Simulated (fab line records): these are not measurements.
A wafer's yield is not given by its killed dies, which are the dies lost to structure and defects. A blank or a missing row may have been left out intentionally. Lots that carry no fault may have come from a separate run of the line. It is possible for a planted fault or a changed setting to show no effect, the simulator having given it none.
Which tool is to blame? | flow nand harc | 6 lots with 16 wafers sampled at 5 steps, on a route of 1159 steps

## WHAT THE GAUGES SHOWED, per wafer
NHARC_END_SORT_01.
lot | measured | on | killed at array

## TOOL THAT RAN EACH LOT (tool first, then ch and the chambers of the sampled wafers, then the start)
lot  | NHARC_A_STAIRCASE_TRIM_18                     | NHARC_A_STAIRCASE_ETCH_19          | NHARC_A_STAIRCASE_TRIM_24      | NHARC_A_STAIRCASE_ETCH_25
L929 | rie diel-08 ch 0,3, day 11 15:13 or earlier   | rie diel-08 ch 0,1,3, day 11 15:13 | rie diel-05 ch 0,1,2, no start | rie diel-05 ch 0,3, no start
L932 | rie diel-05 ch 0,1,3, day 12 18:57 or earlier | rie diel-05 ch 0,1,3, day 12 18:57 | rie diel-05 ch 0,1,2, no start | rie diel-05 ch 0,1,2, no start
L935 | rie diel-05 ch 2,3, day 12 23:34 or earlier   | rie diel-05 ch 1,3, day 12 23:34   | rie diel-13 ch 1,2, no start   | rie diel-13 ch 0,1, no start
L937 | rie diel-05 ch 1,2, day 13 09:17 or earlier   | rie diel-05 ch 1,2, day 13 09:17   | rie diel-08 ch 0,3, no start   | rie diel-08 ch 0,3, no start
L946 | rie diel-13 ch 1,3, day 15 13:14 or earlier   | rie diel-13 ch 0,2, day 15 13:14   | rie diel-08 ch 0,1,2, no start | rie diel-08 ch 2,3, no start
L949 | rie diel-05 ch 2,3, day 16 11:03 or earlier   | rie diel-05 ch 0,1,2, day 16 11:03 | rie diel-13 ch 0,1,2, no start | rie diel-13 ch 1,2,3, no start
- NHARC_A_STAIRCASE_TRIM_18: chemistry O2, time 211.2 s.
- NHARC_A_STAIRCASE_ETCH_19: etches the open film in C4F8/O2, target depth 100 nm, time 40.5 s.
- NHARC_A_STAIRCASE_TRIM_24: chemistry O2, time 211.2 s.
- NHARC_A_STAIRCASE_ETCH_25: etches the open film in C4F8/O2, target depth 100 nm, time 40.5 s.

## THE ANSWER, worked out from the rows above alone
Rule: the lots themselves supply what counts as usual. The widest of any qualifying gaps counts: lots, ordered by their means at a reading, are off when they make up no more than a third of the lots, leave a main group of 4 or more, and stand apart from it by 3 or more times the standard deviation of that group's means. Not used: any main group whose means are identical at the precision the tables above print for the reading. Also off: a lot with no number at a reading for which 4 or more lots have one. Any other lot the step has rows for is counted as sound.
Nothing can be told from this: no lot is off at any reading shown.

## WHAT WAS PUT IN BY THE SIMULATOR
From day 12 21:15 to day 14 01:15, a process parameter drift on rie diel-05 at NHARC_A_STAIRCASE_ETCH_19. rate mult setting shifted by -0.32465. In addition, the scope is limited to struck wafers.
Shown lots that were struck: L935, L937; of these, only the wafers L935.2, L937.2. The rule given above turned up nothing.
